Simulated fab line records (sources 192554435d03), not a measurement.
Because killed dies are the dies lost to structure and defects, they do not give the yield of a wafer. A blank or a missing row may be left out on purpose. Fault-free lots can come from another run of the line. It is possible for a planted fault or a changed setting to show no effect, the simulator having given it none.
Lot-split experiment ; flow n5Finfet ; 7 lots, 39 wafers read, on a route of 1938 steps

ABOUT THE SPLIT
At N5_BEOL_M8_DESCUM_33 (chemistry O2, time 7 s), the setting timeS was moved away from the recipe's 7 s on 12 of the 39 wafers read, by -46.8% to +28.2%. For the rest of the wafers, this setting stayed at what the recipe calls for.

No step appears in the file between the split and the reading.

THE READING
CAR-EUV_of_BEOL_M8_COAT_22.thkNm (the simulator's own value, which no gauge read), in nm, at N5_BEOL_M8_ETCH_72 (etches underlayer in N2/H2, target depth 6.5 nm, time 5.2 s). The file does not state a usual value for it. Across the 27 wafers here that went through the recipe, the average is 20.3 nm and the standard deviation 0.11 nm.

wafer;tool, chamber at the split;timeS as run, s;against the recipe;CAR-EUV_of_BEOL_M8_COAT_22.thkNm, nm;against lot-mates on the recipe
L076.1;rieDiel-01, 3,1,3;7;recipe;20.2;-
L076.6;rieDiel-01, 3,1,3;7;recipe;20.2;-
L076.2;rieDiel-01, 0;8.972;+28.2%;19.4;-0.9
L076.3;rieDiel-01, 2,0;8.972;+28.2%;19.4;-0.9
L076.5;rieDiel-01, 2,0;8.972;+28.2%;19.4;-0.9
L076.4;rieDiel-01, 3,1,3;7;recipe;20.4;-
L080.1;rieDiel-01, 1,0,0;3.727;-46.8%;22;+1.7
L080.2;rieDiel-01, 3,2,1;7;recipe;20.4;-
L080.5;rieDiel-01, 3,2,1;7;recipe;20.4;-
L080.3;rieDiel-01, 1,0,0;3.727;-46.8%;21.8;+1.5
L080.6;rieDiel-01, 1,0,0;3.727;-46.8%;21.8;+1.5
L080.4;rieDiel-01, 3,2,1;7;recipe;20.2;-
L081.1;rieDiel-06, 0,1;7;recipe;20;-
L081.2;rieDiel-06, 2;7;recipe;20.2;-
L081.5;rieDiel-06, 0,1;7;recipe;20.2;-
L081.3;rieDiel-06, 3,1,0;8.89;+27.0%;19.2;-0.9
L081.4;rieDiel-06, 3,1,0;8.89;+27.0%;19.2;-0.9
L081.6;rieDiel-06, 3,1,0;8.89;+27.0%;19.2;-0.9
L087.2;rieDiel-01, 0,1,3;7;recipe;20.4;-
L087.3;rieDiel-01, 0,1,3;7;recipe;20.2;-
L087.5;rieDiel-01, 0,1,3;7;recipe;20.2;-
L089.1;rieDiel-05, 2,3,1,0,1,2;7;recipe;20.4;-
L089.5;rieDiel-05, 2,3,1,0,1,2;7;recipe;20.4;-
L089.2;rieDiel-05, 2,3,1,0,1,2;7;recipe;20.2;-
L089.3;rieDiel-05, 2,3,1,0,1,2;7;recipe;20.2;-
L089.4;rieDiel-05, 2,3,1,0,1,2;7;recipe;20.2;-
L089.6;rieDiel-05, 2,3,1,0,1,2;7;recipe;20.2;-
L095.1;rieDiel-06, 3;4.898;-30.0%;21.4;+1.1
L095.4;rieDiel-06, 1,2;4.898;-30.0%;21.4;+1.1
L095.6;rieDiel-06, 1,2;4.898;-30.0%;21.4;+1.1
L095.2;rieDiel-06, 2,1;7;recipe;20.4;-
L095.5;rieDiel-06, 2,1;7;recipe;20.4;-
L095.3;rieDiel-06, 0;7;recipe;20.2;-
L094.1;rieDiel-05, 2,1,0,1;7;recipe;20.4;-
L094.3;rieDiel-05, 0,2;7;recipe;20.4;-
L094.4;rieDiel-05, 2,1,0,1;7;recipe;20.4;-
L094.5;rieDiel-05, 0,2;7;recipe;20.4;-
L094.2;rieDiel-05, 2,1,0,1;7;recipe;20.2;-
L094.6;rieDiel-05, 2,1,0,1;7;recipe;20.2;-
When a row names more than one chamber, that row covers several wafers, and the file does not tell which wafer ran in which chamber.

FIT RESULTS
A straight line over all 39 wafers: CAR-EUV_of_BEOL_M8_COAT_22.thkNm changes by -0.0351 nm for each +1% of timeS; r = -0.99; the points scatter about the line by 0.11 nm.
The same after taking each lot's own level away (the mean of its wafers on the recipe; 39 wafers): -0.0332 nm for each +1%; r = -0.99; scatter 0.09 nm.
According to that fit, moving timeS by its largest amount changes the reading by 1.6 nm.
Across the lots, their own levels run from 20.13 to 20.33 nm, a range of 1.8 times the standard deviation given above.
The two slopes are in agreement: the lot-to-lot level therefore moves the slope only a little.
Check: for one of the wafers moved furthest among these (-46.8%), held out of the fit, the line's prediction against its lot-mates is +1.54 nm. It came out at +1.67 nm against them.

FURTHER SPLITS ON THESE WAFERS
Note: prior to the reading, these wafers also went through further splits. Each is held against what the fit with the lots' levels taken away leaves over:
other split on the same wafers;wafers away from the commonest value;r with CAR-EUV_of_BEOL_M8_COAT_22.thkNm (lot level and that fit taken away)
N5_BEOL_M6_VIA_ETCH_34 timeS;15;-0.12

THE WHOLE CHAIN: every reading that the file lists as answering this split, in the file's order
step;what it does;reading;change (the file's fit);r (the file's)
N5_BEOL_M8_DESCUM_33;chemistry O2, time 7 s;CAR-EUV_of_BEOL_M8_COAT_22.thkNm (the simulator's own value, which no gauge read);-0.0335 nm for each +1% of the setting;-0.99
N5_BEOL_M8_ETCH_72;etches underlayer in N2/H2, target depth 6.5 nm, time 5.2 s;CAR-EUV_of_BEOL_M8_COAT_22.thkNm (the simulator's own value, which no gauge read);-0.0333 nm for each +1% of the setting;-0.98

THE FILE'S OWN FIT
CAR-EUV_of_BEOL_M8_COAT_22.thkNm changes by -0.0333 nm for each +1% of timeS, r = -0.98.
